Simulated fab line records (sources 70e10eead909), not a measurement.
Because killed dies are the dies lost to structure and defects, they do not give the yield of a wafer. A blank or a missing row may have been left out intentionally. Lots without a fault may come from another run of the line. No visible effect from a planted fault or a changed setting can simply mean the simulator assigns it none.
Matching of chambers | flow nand harc | NHARC_A_STAIRCASE_DEP_471 on pecvd-04 has 3 sister chambers
The step deposits SiO2, target thk 100 nm. 14 wafers are shown with their chamber, then 7 later ones without.

== WAFERS WITH THEIR CHAMBER ==
wafer  | chamber | throttle valve pct (%) | heater power w (W) | mfc precursor sccm (sccm)
L075.1 | 0       | 14.6                   | 662                | 161.6
L075.2 | 2       | 16.3                   | 419                | 161.5
L075.5 | 0       | 14.8                   | 668                | 160.8
L077.2 | 0       | 14.2                   | 538                | 160.8
L077.3 | 1       | 15.6                   | 546                | 162.0
L077.5 | 2       | 15.6                   | 403                | 161.8
L078.2 | 2       | 15.6                   | 417                | 161.1
L078.3 | 0       | 14.4                   | 586                | 161.5
L078.5 | 2       | 15.8                   | 421                | 161.4
L086.3 | 0       | 14.9                   | 514                | 161.3
L086.5 | 0       | 14.8                   | 526                | 160.8
L086.6 | 2       | 15.8                   | 426                | 160.1
L090.3 | 1       | 15.7                   | 611                | 161.1
L090.5 | 0       | 14.9                   | 640                | 160.4

SIGNATURES (averages over the wafers above)
reading            | chamber 0 | chamber 1 | chamber 2 | scatter within a chamber
throttle valve pct | 14.657    | 15.650    | 15.820    | 0.265
heater power w     | 590.57    | 578.50    | 417.20    | 51.1
mfc precursor sccm | 161.029   | 161.550   | 161.180   | 0.547
Rule: for a wafer and a chamber, the distance is found by dividing, reading by reading, the gap between the wafer's reading and the chamber's mean by the reading's scatter, squaring, summing and taking the root. The wafer belongs to the nearest chamber; if the next one is less than 2 further off, it can't be placed. How the scatter is found: for the shown wafers, subtract from each reading the mean of its chamber, square and add these, divide the total by (wafers less chambers), then take the root.

== WAFERS WITHOUT THEIR CHAMBER ==
wafer  | throttle valve pct (%) | heater power w (W) | mfc precursor sccm (sccm)
L090.6 | 15.8                   | 610                | 161.7
L089.2 | 15.8                   | 542                | 161.3
L089.4 | 15.8                   | 355                | 161.3
L089.5 | 15.8                   | 555                | 161.3
L097.1 | 15.8                   | 628                | 161.4
L097.3 | 15.7                   | 373                | 161.6
L097.5 | 14.5                   | 623                | 161.2

== CHAMBER TAKEN BY EACH ==
wafer  | from the rows above     | in truth
L090.6 | 1                       | 1
L089.2 | can't be placed: 1 or 2 | 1
L089.4 | 2                       | 2
L089.5 | can't be placed: 1 or 2 | 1
L097.1 | 1                       | 1
L097.3 | 2                       | 2
L097.5 | 0                       | 0
Correctly placed: 5 of 7. Can't be placed from these rows: 2 (the true chamber is among the candidates in 2). 0 placed wrongly.
